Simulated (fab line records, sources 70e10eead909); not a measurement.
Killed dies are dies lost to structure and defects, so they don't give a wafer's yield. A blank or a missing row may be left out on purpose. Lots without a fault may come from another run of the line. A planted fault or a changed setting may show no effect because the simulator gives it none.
fab line records | flow nand_harc
record lots=6 wafers=18 last_day=24
route steps=1159 shown P_M1@291 END@1159
lots that met no fault: from a run of the same line without faults
start_h: hours from the record's first day to the start of the lot's first wafer shown | wait_h: hours since the lot's step before | " the same as in the row above | L1.1+2: a row that stands for several wafers | - no value, or no start given | * or withheld: withheld | < > ~ a bound
route shown NAME@n: a module of which the file shows steps, and the number in the route of the first | usual: mean/standard deviation of fault-free wafers | same: alike in all rows | chamber/n: place in a boat | sites: the reading at each site | _std_site: their standard deviation | _edge_site: outer sites' mean less inner sites' | radius_mm: how far each site lies from the wafer's centre | mask NAME#n: copy n | behind: the tool/chamber that last shaped the wafer | hold: why the lot was held/for how many hours/how that ended | device: the transistor (n, p or np) that didn't switch | end of line: the same wafers' tests at the end of the route | a step without rows: its recipe alone | killed: dies lost to structure and defects at the first sort, not the wafer's yield | map: a wafer's dies, x killed, . not, _ none there
set.NAME: the setting as run; set.NAME@STEP: as run at that earlier step | model.NAME: the simulator's own value behind a step, which no gauge read
lots at some steps of the route; a table a step, a row a wafer
services: from which hour (start_h, from the record's first day; less than 0 if before it) a tool's chamber was out of use, for how many hours, and why
## steps
# step NHARC_P_M1_EBR_05
# step NHARC_P_M1_EXPOSE_06
# recipe na=1.35 target_cd_nm=130 dose_mj=81.88 mask_id=P_M1
# step NHARC_P_M1_PEB_07
# recipe peb_temp_c=100 peb_time_s=65
# step NHARC_P_M1_DEVELOP_08
# recipe develop_time_s=35 dev_temp_c=23
# step NHARC_P_M1_CD_MEAS_09
# recipe target_cd_nm=130 landing_energy_ev=500
# usual cd_nm=130.0/0.47
# columns lot.wafer tool chamber start_h wait_h cd_nm
L674.4 cd_sem-03 0 150.87 - 130.5
L674.5 " 0 " " 129.7
L674.6 " 0 " " 129.7
L681.2 cd_sem-01 0 202.02 - 129.8
L681.3 " 0 " " 130.2
L681.6 " 0 " " 129.6
L679.2 cd_sem-01 0 202.89 - 130.5
L679.4 " 0 " " 130.3
L679.5 " 0 " " 130.2
L687.1 cd_sem-03 0 237.52 - 129.8
L687.5 " 0 " " 130.2
L687.6 " 0 " " 130.2
L688.1 cd_sem-02 0 238.11 - 130.1
L688.2 " 0 " " 129.9
L688.3 " 0 " " 130.4
L689.1 cd_sem-01 0 245.22 - 129.9
L689.3 " 0 " " 130.0
L689.4 " 0 " " 129.2
# step NHARC_P_M1_OVL_MEAS_10
# recipe pitch_nm=260
# usual overlay_x_nm=-0.1/0.58 overlay_y_nm=0.2/0.86
# columns lot.wafer tool chamber start_h wait_h overlay_x_nm overlay_y_nm
L674.4 overlay-01 - 150.96 - -0.1 0.5
L674.5 " - " " -0.2 -0.1
L674.6 " - " " -0.2 0.0
L681.2 overlay-02 - 202.11 - 1.0 0.4
L681.3 " - " " 0.8 0.4
L681.6 " - " " 1.6 0.3
L679.2 overlay-01 - 202.97 - -0.1 1.4
L679.4 " - " " 0.0 1.9
L679.5 " - " " -0.4 1.6
L687.1 overlay-01 - 237.61 - -0.1 0.8
L687.5 " - " " 0.3 1.5
L687.6 " - " " 0.3 0.4
L688.1 overlay-01 - 238.20 - -0.1 0.2
L688.2 " - " " 0.6 -0.1
L688.3 " - " " 0.3 0.1
L689.1 overlay-01 - 245.31 - 0.2 -1.7
L689.3 " - " " 0.9 -1.9
L689.4 " - " " 0.2 -2.6
# step NHARC_P_M1_INSPECT_11
# usual raw_defect_count=3.8/2.2
# columns lot.wafer tool chamber start_h wait_h raw_defect_count
L674.4 defect_inspect-02 - 150.99 0.0 5
L674.5 " - " " 6
L674.6 " - " " 4
L681.2 defect_inspect-02 - 202.14 0.0 7
L681.3 " - " " 8
L681.6 " - " " 4
L679.2 defect_inspect-01 - 203.01 0.0 7
L679.4 " - " " 1
L679.5 " - " " 2
L687.1 defect_inspect-01 - 237.65 0.0 1
L687.5 " - " " 1
L687.6 " - " " 2
L688.1 defect_inspect-01 - 238.24 0.0 1
L688.2 " - " " 3
L688.3 " - " " 2
L689.1 defect_inspect-02 - 245.34 0.0 5
L689.3 " - " " 4
L689.4 " - " " 5
# step NHARC_P_M1_DESCUM_14
# recipe time_s=3 o2_flow_sccm=200 ar_flow_sccm=0 bias_power_w=0 chemistry=O2
# usual drypump_motor_current_A=6.05/0.26 oes_product_au=0.998/0.0093 rf_vpp_V=57.9/0.92 showerhead_plenum_p_Torr=1.94/0.067 throttle_valve_pct=11.311/0.0085
# columns lot.wafer tool chamber start_h wait_h drypump_motor_current_A oes_product_au rf_hours_counter_h rf_vpp_V showerhead_plenum_p_Torr throttle_valve_pct
L674.4 rie_diel-11 3 151.05 0.1 6.11 1.003 9 57.7 1.98 11.321
L674.6 " 3 " " 6.07 1.004 - 58.0 1.98 11.323
L674.5 " 0 " " 6.07 1.016 - 58.6 1.89 11.312
L681.3 rie_diel-11 1 202.22 0.1 6.25 0.992 0 56.4 1.84 11.327
L681.2 " 2 " " 5.87 0.995 0 57.4 2.02 11.315
L681.6 " 0 " " 6.04 0.992 - 57.9 1.89 11.304
L679.2 rie_diel-11 0 203.08 0.1 6.06 0.985 0 57.9 1.89 11.320
L679.4 " 1 " " 6.24 0.996 0 57.0 1.84 11.320
L679.5 " 3 " " 6.09 0.979 - 59.2 1.98 11.312
L687.1 rie_diel-03 2 237.73 0.1 6.08 0.997 1 56.2 1.96 11.318
L687.6 " 3 " " 6.04 0.993 - 59.3 2.06 11.320
L687.5 " 2 " " 6.05 0.993 - 57.1 1.96 11.310
L688.3 rie_diel-03 3 238.30 0.1 6.04 0.992 1 58.1 2.06 11.315
L688.2 " 1 " " 6.15 1.007 1 60.3 1.96 11.317
L688.1 " 2 " " 6.07 0.994 1 57.4 1.96 11.322
L689.3 rie_diel-03 2 245.40 0.1 6.02 1.000 1 57.5 1.96 11.309
L689.1 " 3 " " 6.05 1.011 1 57.1 2.06 11.316
L689.4 " 1 " " 6.15 0.999 1 58.1 1.96 11.324
# step NHARC_P_M1_ETCH_35
# recipe target_depth_a=400 overetch_a=120 time_s=43.94 ion_energy_ev=200 n2_flow_sccm=150 h2_flow_sccm=150 ar_flow_sccm=0 rf_w=400 bias_w=150 chemistry=N2/H2
# usual drypump_motor_current_A=6.04/0.26 oes_product_au=1.000/0.0085 rf_vpp_V=431.4/2.2 showerhead_plenum_p_Torr=2.07/0.074 throttle_valve_pct=14.172/0.0093
# columns lot.wafer tool chamber start_h wait_h drypump_motor_current_A oes_product_au rf_hours_counter_h rf_vpp_V showerhead_plenum_p_Torr throttle_valve_pct
L674.4 rie_diel-11 1 151.15 0.1 6.21 1.017 9 427.6 1.96 14.171
L674.6 " 3 " " 6.06 0.992 - 432.3 2.11 14.172
L674.5 " 0 " " 6.08 1.006 - 429.4 2.02 14.174
L681.2 rie_diel-11 3 202.29 0.1 6.04 0.988 0 432.8 2.11 14.173
L681.3 " 2 " " 5.89 0.994 0 434.0 2.16 14.158
L681.6 " 3 " " 6.07 0.987 - 432.4 2.11 14.165
L679.4 rie_diel-11 3 203.16 0.1 6.09 1.003 0 432.1 2.11 14.193
L679.2 " 1 " " 6.24 0.997 0 429.0 1.95 14.157
L679.5 " 3 " " 6.08 0.994 - 433.1 2.11 14.172
L687.1 rie_diel-03 3 237.83 0.1 6.05 0.997 1 434.6 2.20 14.182
L687.5 " 2 " " 6.04 0.998 - 432.4 2.09 14.157
L687.6 " 3 " " 6.05 0.997 - 435.0 2.20 14.176
L688.2 rie_diel-03 3 238.40 0.1 6.03 0.997 1 433.8 2.20 14.156
L688.1 " 1 " " 6.15 1.009 1 432.2 2.09 14.175
L688.3 " 2 " " 6.06 0.999 1 433.8 2.09 14.183
L689.4 rie_diel-03 0 245.50 0.1 5.71 1.000 0 430.9 2.03 14.171
L689.1 " 1 " " 6.17 1.002 1 432.2 2.09 14.155
L689.3 " 2 " " 6.03 1.010 1 431.3 2.09 14.156
# step NHARC_P_M1_ETCH_15
# recipe target_depth_a=1825 time_s=91.2 c4f8_flow_sccm=withheld ar_flow_sccm=400 rf_w=600 bias_w=300 chemistry=C4F8/Ar
# usual oes_product_au=0.955/0.018 rf_vpp_V=441.7/2.3
# columns lot.wafer tool chamber start_h wait_h oes_product_au rf_hours_counter_h rf_vpp_V
L674.4 rie_diel-11 0 - - 0.933 8 437.8
L674.6 " 1 " " 0.939 - 439.1
L674.5 " 2 " " 0.931 - 444.5
L681.3 rie_diel-11 2 - - 0.976 0 443.2
L681.2 " 0 " " 0.957 0 441.3
L681.6 " 3 " " 0.945 - 441.4
L679.4 rie_diel-11 3 - - 0.961 0 443.6
L679.2 " 0 " " 0.968 0 440.8
L679.5 " 1 " " 0.973 - 439.5
L687.1 rie_diel-03 3 - - 0.956 1 446.3
L687.5 " 2 " " 0.964 - 441.3
L687.6 " 3 " " 0.956 - 445.1
L688.1 rie_diel-03 1 - - 0.951 1 442.4
L688.2 " 2 " " 0.949 1 441.7
L688.3 " 3 " " 0.948 1 445.6
L689.3 rie_diel-03 3 - - 0.959 1 445.3
L689.4 " 1 " " 0.975 1 442.7
L689.1 " 2 " " 0.955 1 442.2
# step NHARC_P_M1_CD_MEAS_16
# usual cd_nm=130.0/0.58
# columns lot.wafer tool chamber start_h wait_h cd_nm
L674.4 cd_sem-03 - 151.37 - 130.3
L674.5 " - " " 130.2
L674.6 " - " " 130.3
L681.2 cd_sem-02 - 202.51 - 131.2
L681.3 " - " " 130.2
L681.6 " - " " 130.3
L679.2 cd_sem-02 - 203.38 - 130.3
L679.4 " - " " 129.6
L679.5 " - " " 130.7
L687.1 cd_sem-02 - 238.06 - 129.5
L687.5 " - " " 129.6
L687.6 " - " " 129.5
L688.1 cd_sem-02 - 238.65 - 130.0
L688.2 " - " " 129.6
L688.3 " - " " 130.0
L689.1 cd_sem-03 - 245.71 - 129.0
L689.3 " - " " 130.1
L689.4 " - " " 129.2
# step NHARC_P_M1_STRIP_18
# recipe power_w=1000 n2_flow_sccm=150 h2_flow_sccm=150 ar_flow_sccm=0 bias_w=0 chemistry=N2/H2
# usual drypump_motor_current_A=6.02/0.29 oes_product_au=0.997/0.0084 rf_vpp_V=90.7/1.1 showerhead_plenum_p_Torr=2.06/0.073 throttle_valve_pct=14.171/0.0094
# columns lot.wafer tool chamber start_h wait_h drypump_motor_current_A oes_product_au rf_hours_counter_h rf_vpp_V showerhead_plenum_p_Torr throttle_valve_pct
L674.4 rie_diel-03 0 151.48 0.1 5.69 0.991 6.3 89.1 2.03 14.171
L674.5 " 2 " " 6.07 0.997 - 90.4 2.09 14.173
L674.6 " 3 " " 6.02 0.998 - 90.9 2.20 14.180
L681.3 rie_diel-11 1 202.61 0.1 6.23 0.999 0.2 90.8 1.96 14.181
L681.2 " 2 " " 5.94 0.989 0.2 91.1 2.16 14.175
L681.6 " 0 " " 6.05 0.996 - 90.5 2.02 14.178
L679.2 rie_diel-11 3 203.48 0.1 6.06 0.998 0.2 91.5 2.11 14.180
L679.4 " 1 " " 6.28 1.000 0.4 89.3 1.95 14.179
L679.5 " 3 " " 6.06 0.990 - 89.5 2.11 14.172
L687.1 rie_diel-02 2 238.13 0.1 5.52 0.999 2.1 92.0 2.12 14.172
L687.5 " 2 " " 5.50 0.997 - 90.9 2.12 14.161
L687.6 " 3 " " 6.64 0.987 - 90.5 1.96 14.180
L688.2 rie_diel-11 1 238.74 0.1 6.25 0.999 4.1 88.7 1.95 14.171
L688.3 " 2 " " 5.88 0.998 3.9 91.1 2.15 14.161
L688.1 " 0 " " 6.09 1.000 3.7 90.3 2.02 14.175
L689.1 rie_diel-11 1 245.83 0.1 6.26 0.984 4.4 90.2 1.95 14.184
L689.3 " 0 " " 6.06 1.004 - 91.2 2.02 14.177
L689.4 " 1 " " 6.27 0.989 - 91.1 1.95 14.177
# step NHARC_P_M1_ETCH_28
# recipe target_depth_a=300 over_etch_frac=0.3 time_s=72.99 ion_energy_ev=150 cf4_flow_sccm=50 n2_flow_sccm=100 ar_flow_sccm=150 rf_w=300 bias_w=100 chemistry=CF4/N2
# usual drypump_motor_current_A=6.01/0.27 oes_product_au=0.997/0.009 over_etch_frac=0.3/0 rf_vpp_V=314.7/1.6 showerhead_plenum_p_Torr=2.66/0.083 throttle_valve_pct=19.794/0.0076
# columns lot.wafer tool chamber start_h wait_h drypump_motor_current_A oes_product_au over_etch_frac rf_hours_counter_h rf_vpp_V showerhead_plenum_p_Torr throttle_valve_pct
L674.4 rie_diel-03 0 151.67 - 5.70 0.995 0.3 6.3 314.4 2.62 19.795
L674.6 " 0 " " 5.69 0.995 0.3 - 313.6 2.62 19.805
L674.5 " 1 " " 6.14 1.011 0.3 - 315.5 2.68 19.788
L681.2 rie_diel-11 2 202.83 - 5.89 1.000 0.3 0.3 315.7 2.76 19.795
L681.3 " 3 " " 6.08 1.001 0.3 0.1 316.1 2.71 19.793
L681.6 " 1 " " 6.22 0.992 0.3 - 311.6 2.52 19.802
L679.2 rie_diel-11 3 203.69 - 6.07 0.991 0.3 0.2 315.6 2.71 19.794
L679.4 " 0 " " 6.08 0.994 0.3 0.3 314.4 2.60 19.795
L679.5 " 3 " " 6.06 0.996 0.3 - 314.1 2.71 19.801
L687.1 rie_diel-02 1 238.38 - 6.11 0.988 0.3 2.0 316.8 2.71 19.786
L687.6 " 0 " " 5.74 0.986 0.3 - 314.3 2.60 19.792
L687.5 " 1 " " 6.11 0.987 0.3 - 314.4 2.71 19.791
L688.3 rie_diel-11 1 239.03 - 6.25 0.985 0.3 4.1 313.2 2.52 19.789
L688.1 " 2 " " 5.92 0.994 0.3 3.9 316.6 2.76 19.784
L688.2 " 0 " " 6.07 0.991 0.21716 3.8 312.1 2.60 19.806
L689.1 rie_diel-11 0 246.19 0.3 6.07 1.001 0.21716 4.1 312.0 2.60 19.804
L689.4 " 1 " " 6.28 0.989 0.3 - 311.8 2.52 19.795
L689.3 " 0 " " 6.07 0.995 0.21716 - 314.2 2.60 19.805
# step NHARC_P_M1_STRIP_19
# recipe time_s=600 temp_c=30 chemistry=post_etch_residue_remover
# step NHARC_END_SORT_01
# recipe temp_c=25
# usual defect_limited_yield=95.6/1.7 killed_at_array=27/11 killed_at_other=0.7/0.93 killed_at_periphery=2.9/1.9 killed_dies=30/11 killed_open=3.1/1.7 killed_short=1.9/1.3 sort_bin_2_pct=1.4/0.68 sort_bin_3_pct=0.28/0.25 sort_bin_4_pct=2.8/1.1 sort_n_pass=647/11 sort_rim_yield_pct=95.4/2.7 sort_yield_pct=95.6/1.7
# same gross_dies=677 sort_bin_5_pct[%]=0 sort_bin_6_pct[%]=0 sort_bin_7_pct[%]=0 sort_bin_8_pct[%]=0 sort_rim_n_gross=106.00
# columns lot.wafer tool chamber start_h wait_h defect_limited_yield[%] killed_at_array killed_at_other killed_at_periphery killed_dies killed_open killed_short sort_bin_2_pct[%] sort_bin_3_pct[%] sort_bin_4_pct[%] sort_n_pass sort_rim_yield_pct[%] sort_yield_pct[%]
L674.4 prober-02 0 466.10 3.4 98.1 10 1 2 13 1 3 0.6 0 1.3 664 97.2 98.1
L674.5 prober-02 0 466.90 3.7 97.5 13 1 3 17 4 1 0.7 0 1.8 660 96.2 97.5
L674.6 prober-02 0 467.70 4.0 98.1 11 0 2 13 3 1 0.6 0.15 1.2 664 100.0 98.1
L681.2 prober-01 0 507.29 2.8 94.2 34 1 4 39 2 1 2.2 0.59 3.0 638 97.2 94.2
L681.3 prober-01 0 508.08 3.1 94.8 27 0 8 35 2 0 1.0 0.15 4.0 642 98.1 94.8
L681.6 prober-01 0 510.44 3.9 94.4 34 1 3 38 5 1 1.2 0.74 3.7 639 88.7 94.4
L688.1 prober-02 0 567.58 2.5 97.2 15 0 4 19 4 1 1.5 0 1.3 658 92.5 97.2
L688.2 prober-02 0 568.37 2.8 95.9 25 0 3 28 8 2 1.6 0.15 2.4 649 93.4 95.9
L688.3 prober-02 0 569.17 3.1 96.8 19 0 3 22 3 5 1.2 0.15 1.9 655 95.3 96.8
# killed by level:class
L674.4 A_CHANNEL_FILL_D1:geometric_particle:short=2 A_CHANNEL_HOLE_D1:chamber_film_flake=2 A_STAIRCASE:chamber_film_flake=2 A_CONTACT:chamber_film_flake=2 P_M0:geometric_particle:short=1 A_CHANNEL_FILL_D1:geometric_particle:open=1 P_GATE:chamber_film_flake=1 A_ZERO_WELL:chamber_film_flake=1
L674.5 A_CHANNEL_HOLE_D1:chamber_film_flake=4 A_M0:geometric_particle:open=3 A_CONTACT:chamber_film_flake=2 P_GATE:geometric_particle:open=1 A_M0:geometric_particle:short=1 P_STI:chamber_film_flake=1 P_GATE:chamber_film_flake=1 A_STAIRCASE:chamber_film_flake=1
L674.6 A_CONTACT:chamber_film_flake=4 A_WL_FILL:geometric_particle:open=2 P_GATE:chamber_film_flake=2 A_STAIRCASE:chamber_film_flake=2 A_CHANNEL_FILL_D1:geometric_particle:short=1 A_CONTACT:geometric_particle:open=1 A_SLIT:chamber_film_flake=1
L681.2 A_SLIT:chamber_film_flake=16 A_CONTACT:chamber_film_flake=7 A_STAIRCASE:chamber_film_flake=4 P_M1:chamber_film_flake=3 A_ZERO_WELL:chamber_film_flake=2 A_CHANNEL_HOLE_D1:chamber_film_flake=2 A_CHANNEL_FILL_D1:geometric_particle:open=1 A_WL_FILL:geometric_particle:open=1
L681.3 A_SLIT:chamber_film_flake=11 A_CHANNEL_HOLE_D1:chamber_film_flake=7 P_M1:chamber_film_flake=5 A_STAIRCASE:chamber_film_flake=4 A_CONTACT:chamber_film_flake=2 P_CONTACT:geometric_particle:open=1 P_GATE:chamber_film_flake=1 A_BLC:geometric_particle:open=1
L681.6 A_SLIT:chamber_film_flake=16 A_CONTACT:chamber_film_flake=5 A_STAIRCASE:chamber_film_flake=4 A_BLC:geometric_particle:open=3 P_M1:chamber_film_flake=2 A_CHANNEL_HOLE_D1:chamber_film_flake=2 P_M0:geometric_particle:open=1 A_SLIT:geometric_particle:short=1
L688.1 A_CHANNEL_HOLE_D1:chamber_film_flake=5 A_CONTACT:chamber_film_flake=4 A_M0:chamber_film_flake=2 P_GATE:geometric_particle:open=1 P_CONTACT:geometric_particle:open=1 P_M0:geometric_particle:short=1 A_CHANNEL_FILL_D1:geometric_particle:open=1 A_WL_FILL:geometric_particle:open=1
L688.2 A_CHANNEL_HOLE_D1:chamber_film_flake=9 A_CONTACT:chamber_film_flake=4 A_CHANNEL_FILL_D1:geometric_particle:open=2 A_CONTACT:geometric_particle:open=2 P_CONTACT:geometric_particle:open=1 A_SGD_CUT:geometric_particle:open=1 A_WL_FILL:geometric_particle:short=1 A_BLC:geometric_particle:open=1
L688.3 A_CHANNEL_HOLE_D1:chamber_film_flake=3 A_SGD_CUT:chamber_film_flake=3 A_M0:geometric_particle:short=2 P_BONDPAD:chamber_film_flake=2 A_CONTACT:chamber_film_flake=2 A_M0:chamber_film_flake=2 A_ONON_D1:geometric_particle:short=1 A_ONON_D1:geometric_particle:open=1
## services
# columns tool chamber start_h hours kind
rie_diel-11 3 139.44 3.0 repair
rie_diel-11 0 144.11 - clean
rie_diel-11 1 144.11 - clean
rie_diel-11 2 144.11 - clean
rie_diel-11 3 144.11 - clean
rie_diel-02 2 145.43 5.1 repair
rie_diel-02 - 150.70 9.0 pm
rie_diel-11 0 168.61 - clean
rie_diel-11 1 168.61 - clean
rie_diel-11 2 168.61 - clean
rie_diel-11 3 168.61 - clean
rie_diel-11 2 177.64 3.7 repair
rie_diel-11 0 180.25 10.0 repair
rie_diel-11 - 180.76 0.7 repair
rie_diel-11 - 189.59 9.0 pm
rie_diel-11 1 189.59 9.0 vent_cycle
rie_diel-11 2 189.59 9.0 vent_cycle
rie_diel-11 3 189.59 9.0 vent_cycle
rie_diel-11 3 199.41 2.0 repair
rie_diel-03 - 215.30 9.0 pm
rie_diel-11 - 226.43 1.0 repair
rie_diel-11 3 228.86 19.9 repair
rie_diel-03 0 230.80 11.2 repair
rie_diel-11 2 244.38 20.7 repair
## key
first_sign step=NHARC_P_M1_ETCH_28 reading=over_etch_frac direction=down sigmas=99+ usual=0.3 struck=0.21716
effect none on later readings
met_at NHARC_P_M1_ETCH_28
struck_wafers L688.2,L689.1,L689.3
onset_between 203.69 239.03
fault kind=process_parameter_drift tool=rie_diel-11 chamber=0 onset_h=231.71 steps=NHARC_P_M1_ETCH_28 channel=over_etch_frac offset=-0.082836 shape=step end_h=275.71 acts_in=these_recipes_only stated=0.3
